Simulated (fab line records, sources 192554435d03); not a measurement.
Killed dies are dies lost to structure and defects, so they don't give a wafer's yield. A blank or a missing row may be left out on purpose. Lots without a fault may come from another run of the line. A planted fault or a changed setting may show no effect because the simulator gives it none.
Chamber matching | flow n5_finfet | N5_BEOL_M7_CURE_74 on uv_cure-02: 3 sister chambers
The step cures SiCOH lowk, time 240 s. 16 wafers are shown with their chamber, then 8 later ones without.

WAFERS WITH THEIR CHAMBER
wafer  | chamber | wafer_temp_C_max | lamp_power_pct (%)
L078.2 | 1       | 386.2            | 52.29
L078.4 | 1       | 386.2            | 52.27
L078.6 | 1       | 386.4            | 52.30
L082.1 | 2       | 386.6            | 52.28
L082.5 | 2       | 386.8            | 52.32
L082.6 | 2       | 386.4            | 52.23
L085.4 | 0       | 386.1            | 52.29
L085.5 | 0       | 385.9            | 52.28
L085.6 | 0       | 386.3            | 52.34
L083.2 | 0       | 387.2            | 52.24
L083.3 | 0       | 387.2            | 52.19
L083.4 | 0       | 386.6            | 52.30
L088.3 | 0       | 386.4            | 52.25
L088.5 | 0       | 387.0            | 52.33
L088.6 | 0       | 386.4            | 52.28
L091.1 | 2       | 386.3            | 52.39

SIGNATURES (means of the wafers above)
reading          | chamber 0 | chamber 1 | chamber 2 | scatter within a chamber
wafer_temp_C_max | 386.567   | 386.267   | 386.525   | 0.388
lamp_power_pct   | 52.2778   | 52.2867   | 52.3050   | 0.0491
Rule: a wafer's distance from a chamber is the root of the sum, over the readings, of the square of ((its reading less the chamber's mean) divided by the reading's scatter). The wafer belongs to the nearest chamber; if the next one is less than 2 further off, it can't be placed. The scatter: the root of (the sum of the squares of (reading less its chamber's mean) over the shown wafers, divided by (wafers less chambers)).

WAFERS WITHOUT THEIR CHAMBER
wafer  | wafer_temp_C_max | lamp_power_pct (%)
L091.3 | 386.4            | 52.35
L091.5 | 386.8            | 52.32
L096.2 | 386.2            | 52.32
L096.3 | 386.2            | 52.30
L096.5 | 386.6            | 52.32
L081.1 | 386.7            | 52.31
L081.4 | 386.7            | 52.29
L081.5 | 386.1            | 52.27

WHICH CHAMBER EACH WENT THROUGH
wafer  | from the rows above          | in truth
L091.3 | can't be placed: 2 or 1 or 0 | 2
L091.5 | can't be placed: 2 or 0 or 1 | 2
L096.2 | can't be placed: 1 or 2 or 0 | 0
L096.3 | can't be placed: 1 or 2 or 0 | 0
L096.5 | can't be placed: 2 or 0 or 1 | 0
L081.1 | can't be placed: 2 or 0 or 1 | 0
L081.4 | can't be placed: 0 or 2 or 1 | 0
L081.5 | can't be placed: 1 or 0 or 2 | 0
Placed correctly: 0 of 8. Can't be placed from these rows: 8 (the true chamber is among the candidates in 8). Placed wrongly: 0.
